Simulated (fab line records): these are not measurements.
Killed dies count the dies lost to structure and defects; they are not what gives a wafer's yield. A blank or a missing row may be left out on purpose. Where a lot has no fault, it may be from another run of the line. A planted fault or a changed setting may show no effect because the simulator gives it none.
Chamber matching -- flow n5_finfet -- N5_HKMG_FIN_ETCH_55 on rie_diel-04: 4 sister chambers
The step etches SOC in N2/H2, target depth 240 nm, time 300 s. 8 wafers are shown with their chamber, then 9 later ones without.

EACH WAFER AND ITS CHAMBER
wafer,chamber,drypump_motor_current_A (A),showerhead_plenum_p_Torr (Torr)
L074.1,1,5.3,2.62
L089.3,2,4.8,2.47
L089.4,1,5.3,2.61
L090.2,3,5.7,2.42
L090.4,0,5.8,2.42
L092.2,2,4.8,2.47
L092.5,0,5.9,2.42
L092.6,3,5.6,2.42

WAFERS WHOSE CHAMBER IS MISSING
wafer,drypump_motor_current_A (A),showerhead_plenum_p_Torr (Torr)
L094.4,5.3,2.60
L094.5,5.3,2.60
L094.6,4.8,2.47
L095.2,5.6,2.42
L095.4,4.8,2.47
L095.5,5.3,2.60
L097.4,5.9,2.42
L097.5,4.8,2.47
L097.6,5.3,2.60

EACH ONE'S CHAMBER
wafer,from the rows above,in truth
L094.4,1,1
L094.5,1,1
L094.6,2,2
L095.2,3,3
L095.4,2,2
L095.5,1,1
L097.4,0,0
L097.5,2,2
L097.6,1,1
9 of 9 placed correctly. From these rows, 0 cannot be placed. Wrongly placed: 0.
How it was worked out, from the rows above alone: a wafer's distance from a chamber is the root of the sum, over the readings, of the square of ((its reading less the chamber's mean) divided by the reading's scatter). The wafer belongs to the nearest chamber; if the next one is less than 2 further off, it can't be placed. The mean given for a chamber averages the wafers shown for that chamber. How the scatter is found: for the shown wafers, subtract from each reading the mean of its chamber, square and add these, divide the total by (wafers less chambers), then take the root.
